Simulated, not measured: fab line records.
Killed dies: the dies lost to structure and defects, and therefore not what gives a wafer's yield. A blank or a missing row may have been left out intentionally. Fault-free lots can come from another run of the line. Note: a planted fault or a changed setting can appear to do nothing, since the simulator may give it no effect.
fab line records | flow n5-finfet
record lots=6 wafers=17 last-day=19
route steps=1938 shown SD_EPI_N@265 BEOL_M4@1111 PASSIVATION@1936
lots that met no fault: taken from a fault-free run of the same line
start-h: the number of hours between the record's first day and the start of the first shown wafer of the lot | wait-h: hours elapsed since this lot's preceding step | " the same as in the row above | L1.1+2: one row covering several wafers at once | - no value present, or no start provided | * or withheld: withheld | < > ~ a bound
route shown NAME@n: names a module that has steps shown in the file, with the first one's number in the route | usual: mean/standard deviation taken from wafers without a fault | same: alike in all rows | chamber/n: place in a boat | sites: readings site by site | _std_site: the values' standard deviation | _edge_site: the outer-site mean with the inner-site mean subtracted | radius-mm: for every site, how far away it sits from the centre of the wafer | mask NAME#n: copy n | behind: the most recent tool/chamber to have shaped the wafer | hold: the reason the lot was held/the length of the hold in hours/how it ended | device: names the non-switching transistor (n, p or np) | end of line: tests of these same wafers at the route's end | where a step has no rows: the recipe by itself | killed: the dies lost at the first sort to structure and to defects; this is not the yield of the wafer | map: a wafer's dies, marking killed ones x, the rest . and places with no die _
set.NAME: the run value of the setting; set.NAME@STEP: its run value at that earlier step | model.NAME: the simulator's own value behind a step, which no gauge read
a table for each step, a row for each wafer; lots at some steps of the route
services: from which hour (start-h, from the record's first day; less than 0 if before it) a tool's chamber was out of use, for how many hours, and why
## steps
# step N5_SD_EPI_N_EBR_05
# recipe solvent=PGMEA ebr-width-mm=1.5
# step N5_SD_EPI_N_SOFTBAKE_04
# recipe temp-c=110 time-s=60 resist=CAR-ArF-block
# step N5_SD_EPI_N_EXPOSE_06
# recipe mask-id=SD_N_BLK na=1.35 source-shape=conventional sigma-outer=0.8 polarization=unpolarized target-cd-nm=120 dose-mj=39.75
# step N5_SD_EPI_N_PEB_07
# recipe peb-temp-c=110 peb-time-s=60 resist=CAR-ArF-block
# step N5_SD_EPI_N_DEVELOP_08
# recipe develop-time-s=30 developer=TMAH resist=CAR-ArF-block dev-temp-c=23 rinse-liquid=diw dry=air-spin
# step N5_SD_EPI_N_CD_MEAS_09
# recipe target-cd-nm=120 landing-energy-ev=500 detector=se-inlens
# usual cd-nm=119.7/0.71
# columns lot.wafer tool chamber start-h wait-h cd-nm
L429.1 cd-sem-02 0 68.83 - 119.1
L429.4 " 0 " " 120.4
L429.5 " 0 " " 119.5
L434.1 cd-sem-01 0 97.66 - 120.5
L434.2 " 0 " " 120.1
L434.4 " 0 " " 119.5
L443.3 cd-sem-01 0 153.38 - 118.6
L443.5 " 0 " " 119.3
L445.1 cd-sem-01 0 161.86 - 119.5
L445.2 " 0 " " 120.0
L445.5 " 0 " " 119.1
L447.2 cd-sem-03 0 177.00 - 119.5
L447.3 " 0 " " 119.9
L447.6 " 0 " " 118.6
L449.1 cd-sem-03 0 187.21 - 120.2
L449.2 " 0 " " 120.8
L449.6 " 0 " " 119.8
# step N5_SD_EPI_N_OVL_MEAS_10
# recipe points-per-wafer=44
# usual SD_N_BLK_OVL=-0.3/0.86
# columns lot.wafer tool chamber start-h wait-h SD_N_BLK_OVL[nm]
L429.1 overlay-01 0 68.86 0.0 -0.3
L429.4 " 0 " " -2.2
L429.5 " 0 " " -0.8
L434.1 overlay-01 0 97.70 0.0 0.5
L434.2 " 0 " " 0.2
L434.4 " 0 " " 0.0
L443.3 overlay-02 0 153.41 0.0 0.3
L443.5 " 0 " " 0.0
L445.1 overlay-02 0 161.91 0.0 -0.3
L445.2 " 0 " " -0.2
L445.5 " 0 " " -0.7
L447.2 overlay-01 0 177.03 0.0 0.4
L447.3 " 0 " " -1.4
L447.6 " 0 " " 0.4
L449.1 overlay-02 0 187.24 0.0 -1.1
L449.2 " 0 " " -1.7
L449.6 " 0 " " -0.1
# step N5_SD_EPI_N_INSPECT_11
# recipe mode=adi inspect-instrument=macro
# usual raw-defect-count=1.8/1.3
# columns lot.wafer tool chamber start-h wait-h raw-defect-count
L429.1 defect-inspect-01 - 68.89 0.0 3
L429.4 " - " " 2
L429.5 " - " " 2
L434.1 defect-inspect-01 - 97.72 0.0 6
L434.2 " - " " 1
L434.4 " - " " 3
L443.3 defect-inspect-01 - 153.43 0.0 1
L443.5 " - " " 1
L445.1 defect-inspect-02 - 161.93 0.0 2
L445.2 " - " " 1
L445.5 " - " " 0
L447.2 defect-inspect-02 - 177.05 0.0 2
L447.3 " - " " 1
L447.6 " - " " 0
L449.1 defect-inspect-01 - 187.26 0.0 0
L449.2 " - " " 5
L449.6 " - " " 2
# step N5_SD_EPI_N_DESCUM_14
# recipe chemistry=O2 time-s=7.9 source-power-w=50 bias-power-w=20 pressure-mtorr=20 rf-frequency-hz=2.712e+07 temp-c=40 resist=CAR-ArF-block o2-flow-sccm=225
# usual drypump-motor-current-A=5.8/0.42 oes-product-au=0.75/0.051 rf-vpp-V=243.3/1.5 showerhead-plenum-p-Torr=2.10/0.089 throttle-valve-pct=20.48/0.24
# same time-s=7.9
# columns lot.wafer tool chamber start-h wait-h drypump-motor-current-A oes-product-au rf-hours-counter-h rf-vpp-V showerhead-plenum-p-Torr throttle-valve-pct
L429.1 rie-diel-05 1 68.98 0.1 6.5 0.70 196 241.5 1.98 20.50
L429.4 " 3 " " 6.1 0.78 129 244.1 2.09 20.38
L429.5 " 3 " " 6.1 0.78 - 243.9 2.09 20.39
L434.1 rie-diel-04 1 97.75 0.0 5.3 0.74 186 244.6 2.19 20.89
L434.2 " 0 " " 5.6 0.84 54 242.7 2.04 20.06
L434.4 " 3 " " 5.7 0.72 183 244.4 2.18 20.74
L443.3 rie-diel-04 0 153.47 0.0 5.6 0.81 73 241.8 2.03 20.06
L443.5 " 3 " " 5.7 0.70 - 243.8 2.17 20.79
L445.1 rie-diel-04 3 162.07 0.1 5.7 0.69 206 244.7 2.17 20.80
L445.2 " 0 " " 5.6 0.81 77 241.0 2.03 20.08
L445.5 " 2 " " 6.0 0.75 - 242.2 1.99 20.29
L447.2 rie-diel-02 3 177.09 0.0 4.9 0.71 213 242.8 2.05 20.32
L447.3 " 2 " " 6.4 0.83 65 244.5 2.23 20.45
L447.6 " 2 " " 6.4 0.83 - 244.6 2.23 20.46
L449.1 rie-diel-02 0 187.29 0.0 5.8 0.69 245 242.4 1.98 20.45
L449.2 " 3 " " 4.9 0.72 217 242.0 2.05 20.34
L449.6 " 1 " " 5.8 0.72 - 243.8 2.16 20.64
# step N5_SD_EPI_N_ETCH_34
# recipe chemistry=CF4 target=SiARC target-depth-a=455 mask-material=CAR-ArF-block time-s=75.8 ion-energy-ev=80 pressure-mtorr=40 source-w=545 bias-w=36 Ar_flow_sccm=100 cf4-flow-sccm=100 ends=cleared
# usual drypump-motor-current-A=5.8/0.42 etch-rf-on-time-s=77.1/2.5 mfc-ar-sccm=99.97/0.29 oes-product-au=0.64/0.049 rf-vpp-V=184.3/1.2 showerhead-plenum-p-Torr=2.15/0.079 throttle-valve-pct=15.66/0.23
# columns lot.wafer tool chamber start-h wait-h drypump-motor-current-A etch-rf-on-time-s mfc-ar-sccm oes-product-au rf-hours-counter-h rf-vpp-V showerhead-plenum-p-Torr throttle-valve-pct
L429.1 rie-diel-05 1 69.02 0.0 6.5 80.1 100.04 0.58 196 182.8 2.04 15.78
L429.4 " 3 " " 6.1 76.1 100.11 0.67 129 183.9 2.15 15.68
L429.5 " 3 " " 6.1 76.6 100.23 0.66 - 183.0 2.15 15.67
L434.1 rie-diel-04 1 97.79 0.0 5.3 79.7 100.05 0.61 186 185.1 2.23 16.02
L434.2 " 0 " " 5.6 77.4 100.07 0.70 54 182.1 2.10 15.23
L434.4 " 3 " " 5.8 76.8 100.11 0.62 183 185.3 2.21 15.97
L443.3 rie-diel-04 0 153.50 0.0 5.6 76.2 100.69 0.69 73 182.8 2.09 15.29
L443.5 " 3 " " 5.8 76.2 100.32 0.60 - 184.8 2.21 16.02
L445.1 rie-diel-04 3 162.10 0.0 5.7 76.9 99.43 0.60 206 185.8 2.21 16.02
L445.2 " 0 " " 5.6 76.8 100.18 0.68 77 185.5 2.09 15.29
L445.5 " 2 " " 6.1 75.3 99.74 0.64 - 182.9 2.04 15.49
L447.2 rie-diel-02 3 177.12 0.0 4.9 74.1 99.72 0.61 213 183.7 2.12 15.71
L447.3 " 2 " " 6.4 73.4 100.03 0.72 65 185.6 2.26 15.51
L447.6 " 2 " " 6.4 74.1 100.17 0.72 - 185.3 2.26 15.52
L449.1 rie-diel-02 0 187.33 0.0 5.8 79.2 99.96 0.59 245 182.3 2.03 15.63
L449.2 " 3 " " 4.9 73.3 99.95 0.61 217 183.4 2.12 15.72
L449.6 " 1 " " 5.8 79.6 99.85 0.59 - 187.6 2.20 15.80
# step N5_SD_EPI_N_ETCH_35
# recipe chemistry=N2/H2 target=SOC overetch-a=1080 mask-material=SiARC temp-c=40 ion-energy-ev=100 source-w=3000 bias-w=133 pressure-mtorr=20 time-s=486 n2-flow-sccm=200 h2-flow-sccm=200
# usual drypump-motor-current-A=5.8/0.42 oes-product-au=0.67/0.043 rf-vpp-V=240.8/1.3 showerhead-plenum-p-Torr=2.55/0.11 throttle-valve-pct=23.86/0.26
# same time-s=486
# columns lot.wafer tool chamber start-h wait-h drypump-motor-current-A oes-product-au rf-hours-counter-h rf-vpp-V showerhead-plenum-p-Torr throttle-valve-pct
L429.1 rie-diel-05 1 69.07 0.0 6.5 0.63 196 240.1 2.40 24.01
L429.4 " 3 " " 6.1 0.70 129 240.5 2.54 23.67
L429.5 " 3 " " 6.1 0.70 - 240.6 2.54 23.67
L434.1 rie-diel-04 1 97.84 0.0 5.3 0.66 186 241.5 2.64 24.05
L434.2 " 0 " " 5.6 0.74 54 239.6 2.45 23.17
L434.4 " 3 " " 5.8 0.65 183 241.3 2.65 24.10
L443.3 rie-diel-04 0 153.56 0.0 5.6 0.72 73 239.4 2.45 23.18
L443.5 " 3 " " 5.7 0.64 - 241.0 2.64 24.13
L445.1 rie-diel-04 3 162.16 0.0 5.7 0.63 206 242.7 2.64 24.14
L445.2 " 0 " " 5.6 0.72 77 239.7 2.44 23.19
L445.5 " 2 " " 6.1 0.67 - 239.0 2.43 23.97
L447.2 rie-diel-02 3 177.18 0.0 4.9 0.63 213 239.8 2.53 23.88
L447.3 " 2 " " 6.4 0.75 66 242.0 2.69 23.78
L447.6 " 2 " " 6.4 0.74 - 243.0 2.69 23.78
L449.1 rie-diel-02 0 187.39 0.0 5.8 0.63 245 239.4 2.38 23.73
L449.2 " 3 " " 4.9 0.63 217 239.2 2.52 23.87
L449.6 " 1 " " 5.8 0.64 - 241.9 2.63 24.05
# step N5_SD_EPI_N_STRIP_36
# recipe chemistry=N2/H2 temp-c=40 n2-flow-sccm=200 h2-flow-sccm=200 rf-frequency-hz=6e+07
# step N5_SD_EPI_N_ETCHBACK_44
# recipe chemistry=CH3F/O2 mode=anisotropic-etchback target=SiNx target-depth-a=145 stop-on=SiO2 over-etch-frac=0.3 ion-energy-ev=120 pressure-mtorr=30 source-w=395 bias-w=73 Ar_flow_sccm=150 CH3F_flow_sccm=30 O2_flow_sccm=20
# usual drypump-motor-current-A=5.8/0.42 mfc-ar-sccm=150.1/0.48 oes-product-au=0.64/0.041 over-etch-frac=0.3/0 rf-vpp-V=299/5.5 showerhead-plenum-p-Torr=2.01/0.077 throttle-valve-pct=16.39/0.24
# columns lot.wafer tool chamber start-h wait-h drypump-motor-current-A mfc-ar-sccm oes-product-au over-etch-frac rf-hours-counter-h rf-vpp-V showerhead-plenum-p-Torr throttle-valve-pct
L429.1 rie-diel-05 1 69.40 0.0 6.5 150.3 0.60 0.3 197 299 1.91 16.56
L429.4 " 3 " " 6.1 150.4 0.67 0.3 129 300 2.01 16.38
L429.5 " 3 " " 6.1 150.5 0.67 0.3 - 298 2.01 16.38
L434.1 rie-diel-04 1 98.17 0.0 5.3 149.9 0.63 0.3 186 300 2.09 16.75
L434.2 " 0 " " 5.6 149.8 0.71 0.3 55 289 1.94 15.93
L434.4 " 3 " " 5.7 149.9 0.62 0.3 183 300 2.07 16.70
L443.3 rie-diel-04 0 153.88 0.0 5.6 150.0 0.65 0.48493 74 288 1.94 15.96
L443.5 " 3 " " 5.7 149.7 0.57 0.48493 - 298 2.07 16.75
L445.1 rie-diel-04 3 162.48 0.0 5.7 150.5 0.60 0.3 207 299 2.07 16.75
L445.2 " 0 " " 5.6 149.6 0.69 0.3 77 287 1.94 15.97
L445.5 " 2 " " 6.1 149.7 0.60 0.48493 - 293 1.91 16.27
L447.2 rie-diel-02 3 177.50 0.0 4.9 149.6 0.60 0.3 213 306 1.96 16.34
L447.3 " 2 " " 6.4 149.7 0.71 0.3 66 305 2.12 16.26
L447.6 " 2 " " 6.4 150.0 0.71 0.3 - 305 2.12 16.26
L449.1 rie-diel-02 0 187.71 0.0 5.8 150.1 0.60 0.3 245 299 1.89 16.38
L449.2 " 3 " " 4.9 149.8 0.60 0.3 217 305 1.96 16.36
L449.6 " 1 " " 5.8 150.6 0.61 0.3 - 297 2.06 16.53
# step N5_SD_EPI_N_ETCH_45
# recipe chemistry=CH3F/O2 target=SiOCN target-depth-a=60 mask-material=SOC ion-energy-ev=60 bias-w=29 pressure-mtorr=15 source-w=410 Ar_flow_sccm=150 CH3F_flow_sccm=30 O2_flow_sccm=20
# usual drypump-motor-current-A=5.8/0.42 mfc-ar-sccm=150.1/0.47 oes-product-au=0.75/0.055 rf-vpp-V=127.5/1.1 showerhead-plenum-p-Torr=2.00/0.077 throttle-valve-pct=23.34/0.24
# columns lot.wafer tool chamber start-h wait-h drypump-motor-current-A mfc-ar-sccm oes-product-au rf-hours-counter-h rf-vpp-V showerhead-plenum-p-Torr throttle-valve-pct
L429.1 rie-diel-05 1 69.50 0.1 6.5 149.7 0.69 197 126.5 1.90 23.55
L429.4 " 3 " " 6.1 150.1 0.78 129 127.0 2.00 23.37
L429.5 " 3 " " 6.1 150.5 0.77 - 128.9 2.00 23.38
L434.1 rie-diel-04 1 98.27 0.1 5.3 150.8 0.72 186 126.7 2.08 23.72
L434.2 " 0 " " 5.6 150.6 0.81 55 126.7 1.94 22.89
L434.4 " 3 " " 5.7 149.8 0.71 183 128.3 2.07 23.59
L443.3 rie-diel-04 0 153.98 0.1 5.6 149.9 0.80 74 128.4 1.93 22.91
L443.5 " 3 " " 5.7 150.3 0.70 - 127.8 2.06 23.60
L445.1 rie-diel-04 3 162.58 0.1 5.7 150.6 0.69 207 127.7 2.06 23.61
L445.2 " 0 " " 5.6 151.2 0.81 77 126.8 1.93 22.94
L445.5 " 2 " " 6.0 150.1 0.74 - 126.9 1.91 23.26
L447.2 rie-diel-02 3 177.60 0.1 4.9 150.9 0.72 213 126.9 1.96 23.18
L447.3 " 2 " " 6.4 150.0 0.85 66 129.5 2.11 23.27
L447.6 " 2 " " 6.4 150.0 0.85 - 129.0 2.11 23.28
L449.1 rie-diel-02 0 187.81 0.1 5.8 150.2 0.69 245 126.6 1.89 23.29
L449.2 " 3 " " 4.9 149.7 0.72 217 127.1 1.96 23.19
L449.6 " 1 " " 5.8 149.8 0.70 - 128.3 2.05 23.45
# step N5_BEOL_M4_RC_MEAS_101
# usual DIBL_N=36.6/1.9 DIBL_P=36.7/2.2 IOFF_N=0.16/0.035 IOFF_P=0.22/0.038 ION_N=672/14 ION_P=462/8.3 SS_N=71.6/0.65 SS_P=73.5/0.72 VT_N=250/3.5 VT_P=-250/3.1
# columns lot.wafer tool chamber start-h wait-h DIBL_N[mV/V] DIBL_P[mV/V] IOFF_N[nA/um] IOFF_P[nA/um] ION_N[uA/um] ION_P[uA/um] SS_N[mV/dec] SS_P[mV/dec] VT_N[mV] VT_P[mV]
L429.1 prober-02 0 213.09 0.0 37.2 37.7 0.17 0.23 687 473 71.9 73.8 248 -251
L429.4 " 0 " " 37.3 38.8 0.18 0.25 663 464 72.0 73.3 249 -246
L429.5 " 0 " " 34.1 34.8 0.12 0.18 682 464 71.7 73.3 255 -252
L434.1 prober-01 0 238.46 0.0 37.5 37.2 0.16 0.23 672 461 71.6 73.0 251 -250
L434.2 " 0 " " 34.7 34.3 0.12 0.17 664 463 71.3 72.4 255 -253
L434.4 " 0 " " 36.8 36.2 0.15 0.21 670 461 71.6 72.9 250 -251
L443.3 prober-02 0 293.45 0.3 36.2 37.5 0.17 0.23 677 468 71.1 73.6 251 -250
L443.5 " 0 " " 38.3 39.9 0.22 0.29 680 461 72.6 75.2 245 -245
L445.1 prober-02 0 296.96 0.0 35.7 35.6 0.14 0.19 666 459 71.1 73.4 252 -253
L445.2 " 0 " " 33.6 33.6 0.12 0.18 673 462 71.0 72.5 252 -250
L445.5 " 0 " " 36.9 37.2 0.17 0.22 679 467 71.5 73.3 250 -251
L447.2 prober-02 0 326.46 0.2 37.6 36.4 0.17 0.23 691 474 71.6 72.2 250 -249
L447.3 " 0 " " 36.2 34.1 0.14 0.19 658 453 71.8 72.1 253 -253
L447.6 " 0 " " 39.4 38.0 0.21 0.27 677 462 72.8 73.4 247 -249
L449.1 prober-01 0 327.85 0.0 39.5 41.3 0.23 0.30 693 471 72.2 74.0 245 -245
L449.2 " 0 " " 34.9 35.8 0.13 0.19 670 464 71.5 73.0 251 -253
L449.6 " 0 " " 38.2 40.7 0.21 0.30 698 471 71.8 73.9 246 -245
# step N5_PASSIVATION_PROBE_49
# usual defect-limited-yield=91.6/1.4 killed_at_M0_to_M3=35/10 killed_at_M4_up=13/4.8 killed-at-contacts=12/7.2 killed-at-front-end=36/12 killed-at-other=4/3.1 killed-dies=100/17 killed-on-rim=13/4.2 killed-open=66/13 killed-short=32/7.3 sort_bin_5_function=5.0/0.94 sort_bin_6_memory=3.1/0.67 sort-n-pass=1080/17 sort-yield-pct=91.6/1.4
# same gross-dies=1180 killed-at-back-side=0 sort_bin_4_leakage[%]=0 sort_bin_8_speed[%]=0
# columns lot.wafer tool chamber start-h wait-h defect-limited-yield[%] killed_at_M0_to_M3 killed_at_M4_up killed-at-contacts killed-at-front-end killed-at-other killed-dies killed-on-rim killed-open killed-short sort_bin_5_function[%] sort_bin_6_memory[%] sort-n-pass sort-yield-pct[%]
L429.1 prober-02 - 323.37 0.0 90.6 47 18 6 39 1 111 18 69 36 5.3 3.1 1069 90.6
L429.4 prober-02 - 323.52 0.2 91.9 34 13 13 30 5 95 11 70 25 5.2 2.9 1085 91.9
L429.5 prober-02 - 323.57 0.2 90.7 38 9 16 44 3 110 18 77 32 4.9 4.2 1070 90.7
L434.1 prober-02 - 371.37 0.0 91.8 22 17 17 38 3 97 19 71 26 5.0 2.6 1083 91.8
L434.2 prober-02 - 371.42 0.1 90.9 21 14 10 62 0 107 19 71 35 5.6 3.1 1073 90.9
L434.4 prober-02 - 371.52 0.2 90.7 19 14 9 65 3 110 10 71 39 5.8 3.1 1070 90.7
L443.3 prober-01 - 409.24 0.1 93.1 48 10 8 16 0 82 12 56 26 4.6 2.2 1098 93.1
L443.5 prober-01 - 409.34 0.2 93.5 31 5 9 30 2 77 12 55 22 4.3 1.8 1103 93.5
L445.1 prober-01 - 418.56 0.0 91.7 22 20 8 44 4 98 15 71 27 4.5 3.4 1082 91.7
L445.2 prober-01 - 418.61 0.1 92.4 49 8 1 29 3 90 8 65 24 4.1 3.2 1090 92.4
L445.5 prober-01 - 418.76 0.2 92.0 38 7 5 44 0 94 19 59 35 5.0 2.6 1086 92.0
L447.2 prober-02 - 443.75 0.1 92.0 33 7 8 45 1 94 14 57 36 4.4 3.3 1086 92.0
L447.3 prober-02 - 443.80 0.1 92.7 16 14 14 42 0 86 10 43 41 4.1 3.0 1094 92.7
L447.6 prober-02 - 443.95 0.3 89.7 28 14 12 66 1 121 14 84 35 6.4 3.6 1059 89.7
L449.1 prober-02 - 448.75 0.0 91.2 26 6 17 52 3 104 14 75 29 4.6 4.1 1076 91.2
L449.2 prober-02 - 448.80 0.1 89.7 31 21 18 46 5 121 19 86 35 6.2 3.8 1059 89.7
L449.6 prober-02 - 449.00 0.3 91.3 43 6 22 29 3 103 16 67 36 4.6 4.0 1077 91.3
# killed by level:class
L429.1 BEOL_M2:geometric-particle:open=12 FIN_SAQP:geometric-particle:open=8 BEOL_M1:geometric-particle:open=8 BEOL_M0_SAQP:geometric-particle:short=7 BEOL_M3:geometric-particle:open=7 BEOL_M4:geometric-particle:short=7 BEOL_M0_SAQP:geometric-particle:open=5 FIN_SAQP:geometric-particle:short=4
L429.4 MOL_CONTACT_COAG:geometric-particle:open=10 BEOL_M2:geometric-particle:open=10 BEOL_M4:geometric-particle:open=8 GATE_CUT:geometric-particle:open=6 BEOL_M0_SAQP:geometric-particle:open=6 BEOL_M1:geometric-particle:open=6 GATE_CUT:geometric-particle:short=5 BEOL_M0_SAQP:geometric-particle:short=5
L429.5 FIN_SAQP:geometric-particle:open=13 MOL_CONTACT_COAG:geometric-particle:open=13 BEOL_M1:geometric-particle:open=11 BEOL_M0_SAQP:geometric-particle:open=9 GATE_CUT:geometric-particle:open=5 SPACER0:geometric-particle:short=4 BEOL_M0_SAQP:geometric-particle:short=4 BEOL_M3:geometric-particle:open=4
L434.1 MOL_CONTACT_COAG:geometric-particle:open=14 BEOL_M4:geometric-particle:open=13 STI_FIN_REVEAL:geometric-particle:open=12 BEOL_M2:geometric-particle:open=10 FIN_SAQP:geometric-particle:open=5 STI_FIN_REVEAL:geometric-particle:short=4 ILD0:geometric-particle:open=4 ILD0:geometric-particle:short=3
L434.2 STI_FIN_REVEAL:geometric-particle:open=22 FIN_SAQP:geometric-particle:open=6 MOL_CONTACT_COAG:geometric-particle:open=6 BEOL_M4:geometric-particle:open=6 BEOL_M0_SAQP:geometric-particle:open=6 STI_FIN_REVEAL:geometric-particle:short=5 STARTING-WAFER:geometric-particle:short=5 FIN_SAQP:geometric-particle:short=4
L434.4 STI_FIN_REVEAL:geometric-particle:open=17 FIN_SAQP:geometric-particle:short=13 MOL_CONTACT_COAG:geometric-particle:open=9 DUMMY_GATE:geometric-particle:open=7 BEOL_M4:geometric-particle:open=7 FIN_SAQP:geometric-particle:open=6 BEOL_M1:geometric-particle:open=6 STI_FIN_REVEAL:geometric-particle:short=5
L443.3 BEOL_M0_SAQP:geometric-particle:short=11 BEOL_M0_SAQP:geometric-particle:open=11 BEOL_M3:geometric-particle:open=10 BEOL_M1:geometric-particle:open=7 MOL_CONTACT_COAG:geometric-particle:open=6 GATE_CUT:geometric-particle:short=5 BEOL_M2:geometric-particle:open=5 BEOL_M4:geometric-particle:open=3
L443.5 BEOL_M0_SAQP:geometric-particle:open=10 BEOL_M1:geometric-particle:open=8 MOL_CONTACT_COAG:geometric-particle:open=7 FIN_SAQP:geometric-particle:short=6 FIN_SAQP:geometric-particle:open=6 DUMMY_GATE:geometric-particle:open=6 BEOL_M0_SAQP:geometric-particle:short=6 STI_FIN_REVEAL:geometric-particle:open=5
L445.1 STI_FIN_REVEAL:geometric-particle:open=12 BEOL_M4:geometric-particle:open=10 MOL_CONTACT_COAG:geometric-particle:open=8 BEOL_M2:geometric-particle:open=6 GATE_CUT:geometric-particle:short=5 FIN_SAQP:geometric-particle:open=4 FIN_SAQP:geometric-particle:short=4 BEOL_M0_SAQP:geometric-particle:open=4
L445.2 STI_FIN_REVEAL:geometric-particle:open=10 BEOL_M2:geometric-particle:open=10 BEOL_M3:geometric-particle:open=10 BEOL_M0_SAQP:geometric-particle:open=9 BEOL_M0_SAQP:geometric-particle:short=7 BEOL_M1:geometric-particle:open=7 DUMMY_GATE:geometric-particle:open=5 BEOL_M4:geometric-particle:open=5
L445.5 BEOL_M0_SAQP:geometric-particle:open=16 STI_FIN_REVEAL:geometric-particle:open=9 BEOL_M0_SAQP:geometric-particle:short=9 FIN_SAQP:geometric-particle:open=8 GATE_CUT:geometric-particle:short=8 FIN_SAQP:geometric-particle:short=5 MOL_CONTACT_COAG:geometric-particle:open=4 BEOL_M1:geometric-particle:open=4
L447.2 FIN_SAQP:geometric-particle:short=10 BEOL_M1:geometric-particle:open=10 FIN_SAQP:geometric-particle:open=9 BEOL_M0_SAQP:geometric-particle:short=9 STI_FIN_REVEAL:geometric-particle:open=8 MOL_CONTACT_COAG:geometric-particle:open=8 BEOL_M0_SAQP:geometric-particle:open=5 STI_FIN_REVEAL:geometric-particle:short=4
L447.3 FIN_SAQP:geometric-particle:short=12 MOL_CONTACT_COAG:geometric-particle:open=11 GATE_CUT:geometric-particle:short=7 BEOL_M1:geometric-particle:open=6 BEOL_M4:geometric-particle:open=5 BEOL_M4:geometric-particle:short=4 FIN_SAQP:geometric-particle:open=3 MOL_CONTACT_COAG:geometric-particle:short=3
L447.6 FIN_SAQP:geometric-particle:open=20 FIN_SAQP:geometric-particle:short=16 STI_FIN_REVEAL:geometric-particle:open=12 MOL_CONTACT_COAG:geometric-particle:open=9 BEOL_M4:geometric-particle:open=9 BEOL_M1:geometric-particle:open=8 BEOL_M0_SAQP:geometric-particle:open=7 BEOL_M2:geometric-particle:open=6
L449.1 MOL_CONTACT_COAG:geometric-particle:open=17 STI_FIN_REVEAL:geometric-particle:open=9 FIN_SAQP:geometric-particle:open=8 ILD0:geometric-particle:short=6 BEOL_M1:geometric-particle:open=6 FIN_SAQP:geometric-particle:short=5 DUMMY_GATE:geometric-particle:open=5 BEOL_M2:geometric-particle:open=5
L449.2 MOL_CONTACT_COAG:geometric-particle:open=14 FIN_SAQP:geometric-particle:open=10 STI_FIN_REVEAL:geometric-particle:open=8 BEOL_M1:geometric-particle:open=7 GATE_CUT:geometric-particle:short=7 BEOL_M3:geometric-particle:open=7 BEOL_M4:geometric-particle:open=6 GATE_CUT:geometric-particle:open=4
L449.6 MOL_CONTACT_COAG:geometric-particle:open=15 BEOL_M0:geometric-particle:open=11 BEOL_M0_SAQP:geometric-particle:open=8 MOL_CONTACT_COAG:geometric-particle:short=7 BEOL_M0_SAQP:geometric-particle:short=7 BEOL_M3:geometric-particle:open=6 FIN_SAQP:geometric-particle:short=5 DUMMY_GATE:geometric-particle:open=5
## services
# columns tool chamber start-h hours kind
rie-diel-05 3 48.03 14.3 repair
rie-diel-02 1 58.16 9.7 repair
rie-diel-05 - 70.86 2.8 pm
rie-diel-05 - 117.75 0.6 repair
rie-diel-05 - 126.84 0.3 repair
rie-diel-04 0 146.11 2.5 repair
## key
first-sign step=N5_SD_EPI_N_ETCHBACK_44 reading=over-etch-frac direction=up sigmas=99+ usual=0.3 struck=0.48493
effect none on later readings
met-at N5_SD_EPI_N_ETCHBACK_44
struck-wafers L443.3,L443.5,L445.5
onset-between 98.17 153.88
fault kind=process-parameter-drift tool=rie-diel-04 chamber=- onset-h=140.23 steps=N5_SD_EPI_N_ETCHBACK_44 channel=over-etch-frac offset=0.18493 shape=step end-h=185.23 scope=struck-wafers-only acts-in=these-recipes-only stated=0.3
